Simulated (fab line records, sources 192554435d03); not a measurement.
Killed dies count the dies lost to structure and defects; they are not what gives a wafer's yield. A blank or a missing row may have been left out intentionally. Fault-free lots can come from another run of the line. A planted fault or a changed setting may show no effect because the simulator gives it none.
Chamber matching + flow n5_finfet + N5_STI_FIN_REVEAL_CMP_04 on cmp-04 has 4 sister chambers
The step polishes, stops on Si3N4, t overpolish 4 s, target thk 131.83 nm. 8 wafers are shown with their chamber, then 7 later ones without.

WAFERS PAIRED WITH THEIR CHAMBERS
| wafer  | chamber | motor_current_A (A) | overpolish_run_s (s) |
|--------|---------|---------------------|----------------------|
| L076.4 | 2       | 7.7                 | 4.018                |
| L079.3 | 0       | 8.1                 | 3.991                |
| L079.6 | 2       | 7.8                 | 4.010                |
| L081.1 | 3       | 8.4                 | 4.006                |
| L081.3 | 1       | 8.2                 | 4.002                |
| L081.6 | 3       | 8.6                 | 4.005                |
| L083.1 | 1       | 8.8                 | 3.997                |
| L083.4 | 0       | 7.6                 | 4.014                |

WAFERS MISSING THEIR CHAMBER
| wafer  | motor_current_A (A) | overpolish_run_s (s) |
|--------|---------------------|----------------------|
| L083.6 | 8.0                 | 4.002                |
| L088.2 | 8.4                 | 3.986                |
| L088.4 | 8.6                 | 3.997                |
| L088.5 | 7.8                 | 3.999                |
| L091.1 | 7.7                 | 4.006                |
| L091.4 | 8.2                 | 4.010                |
| L091.6 | 8.3                 | 4.010                |

CHAMBER TAKEN BY EACH
| wafer  | from the rows above               | in truth |
|--------|-----------------------------------|----------|
| L083.6 | can't be placed: 0 or 2 or 1 or 3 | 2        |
| L088.2 | can't be placed: 1 or 3 or 0      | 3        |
| L088.4 | can't be placed: 1 or 3           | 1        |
| L088.5 | can't be placed: 0 or 2           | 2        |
| L091.1 | can't be placed: 0 or 2           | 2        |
| L091.4 | can't be placed: 3 or 0 or 1 or 2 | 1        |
| L091.6 | can't be placed: 3 or 1 or 0 or 2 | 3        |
Correctly placed: 0 of 7. Unplaceable from these rows: 7, with the true chamber sitting among the candidates in 7. Number placed wrongly: 0.
How it was worked out, from the rows above alone: a wafer's distance from a chamber is the root of the sum, over the readings, of the square of ((its reading less the chamber's mean) divided by the reading's scatter). If the next closest chamber is less than 2 further off than the closest, the wafer can't be placed; otherwise it belongs to the closest. A chamber's mean is the mean of its shown wafers. The scatter is the square root of a quotient: the sum, over the shown wafers, of each reading's squared deviation from its chamber's mean, divided by wafers minus chambers.
